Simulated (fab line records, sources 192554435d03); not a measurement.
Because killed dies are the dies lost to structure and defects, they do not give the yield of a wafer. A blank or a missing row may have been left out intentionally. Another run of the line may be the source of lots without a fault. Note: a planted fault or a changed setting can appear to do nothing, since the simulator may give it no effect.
Matching of chambers    flow n5_finfet    4 sister chambers for N5_BEOL_M0_SAQP_ALD_48 on ald_sin-04
The step deposits SiO2, target thk 20 nm, pulse time 1 s, co reactant pulse time 1 s. 16 wafers are shown with their chamber, then 8 later ones without.

== WAFERS PAIRED WITH THEIR CHAMBERS ==
wafer   chamber  heater_power_outer_w (W)  heater_power_w (W)  precursor_pulse_height_rel
L077.4  1        43                        87                  0.991
L077.5  0        38                        79                  0.992
L077.6  3        39                        83                  1.037
L083.2  1        42                        86                  1.006
L083.3  0        38                        76                  1.023
L083.6  2        48                        89                  0.971
L084.2  3        39                        79                  0.972
L084.3  1        43                        86                  1.032
L084.4  2        48                        90                  1.021
L087.2  0        38                        78                  1.005
L087.4  2        47                        84                  1.025
L087.5  0        39                        77                  1.014
L089.3  2        44                        86                  0.975
L089.4  0        39                        77                  1.003
L089.5  2        44                        83                  1.020
L092.2  3        41                        81                  0.997

SIGNATURES, as means of the wafers listed above
reading                     chamber 0  chamber 1  chamber 2  chamber 3  scatter within a chamber
heater_power_outer_w        38.40      42.67      46.20      39.67      1.33
heater_power_w              77.40      86.33      86.40      81.00      2.06
precursor_pulse_height_rel  1.00740    1.00967    1.00240    1.00200    0.0232
Rule: for each reading, subtract the chamber's mean from the wafer's reading, divide by that reading's scatter and square the result; add these up over the readings and take the root, which gives the wafer's distance from the chamber. The wafer belongs to the nearest chamber; if the next one is less than 2 further off, it can't be placed. The scatter is the square root of a quotient: the sum, over the shown wafers, of each reading's squared deviation from its chamber's mean, divided by wafers minus chambers.

== WAFERS MISSING THEIR CHAMBER ==
wafer   heater_power_outer_w (W)  heater_power_w (W)  precursor_pulse_height_rel
L092.5  41                        82                  0.975
L092.6  39                        79                  1.005
L097.1  41                        82                  1.000
L097.3  41                        81                  0.996
L097.6  42                        82                  1.000
L096.4  42                        79                  1.018
L096.5  39                        76                  0.985
L096.6  40                        84                  0.984

== WHICH CHAMBER EACH WENT THROUGH ==
wafer   from the rows above                in truth
L092.5  can't be placed: 3 or 1 or 0       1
L092.6  can't be placed: 0 or 3            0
L097.1  can't be placed: 3 or 1 or 0       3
L097.3  can't be placed: 3 or 0 or 1       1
L097.6  can't be placed: 3 or 1 or 0 or 2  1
L096.4  can't be placed: 3 or 0 or 1       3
L096.5  can't be placed: 0 or 3            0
L096.6  can't be placed: 3 or 1 or 0       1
Correct placement for 0 of the 8. Cannot be placed on the basis of these rows: 8; the candidates contain the true chamber in 8. Wrongly placed: 0.
